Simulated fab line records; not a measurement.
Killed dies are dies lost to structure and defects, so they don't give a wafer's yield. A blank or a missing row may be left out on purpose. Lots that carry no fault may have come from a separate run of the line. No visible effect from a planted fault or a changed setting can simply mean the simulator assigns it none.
Matching of chambers	flow n5Finfet	cvdCo-01 running N5_BEOL_M4_CO_CAP_55: 3 sister chambers
The step material Co, precursor CCTBA/H2, target thk 2 nm, time 102.1 s. 3 wafers are shown with their chamber, then 7 later ones without.

EACH WAFER AND ITS CHAMBER
wafer	chamber	heaterPowerW (W)
L233.2	1	266
L237.1	2	250
L237.3	0	241

WAFERS WITH NO CHAMBER GIVEN
wafer	heaterPowerW (W)
L237.6	248
L245.2	243
L245.3	274
L245.4	252
L246.2	244
L246.3	246
L246.4	241

WHICH CHAMBER EACH WENT THROUGH
wafer	from the rows above	in truth
L237.6	can't be placed: 2 or 0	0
L245.2	can't be placed: 0 or 2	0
L245.3	1	1
L245.4	2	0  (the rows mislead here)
L246.2	can't be placed: 0 or 2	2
L246.3	can't be placed: 2 or 0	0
L246.4	0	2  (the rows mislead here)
1 of 7 placed correctly. Cannot be placed on the basis of these rows: 4; the candidates contain the true chamber in 4. Number placed wrongly: 2.
How it was worked out, from the rows above alone: a wafer's distance from a chamber is the root of the sum, over the readings, of the square of ((its reading less the chamber's mean) divided by the reading's scatter). The wafer belongs to the nearest chamber; if the next one is less than 2 further off, it can't be placed. The mean given for a chamber averages the wafers shown for that chamber. The scatter (one wafer shown for each chamber): square how far every hidden wafer sits from the nearest shown wafer, average those squares and take the square root.
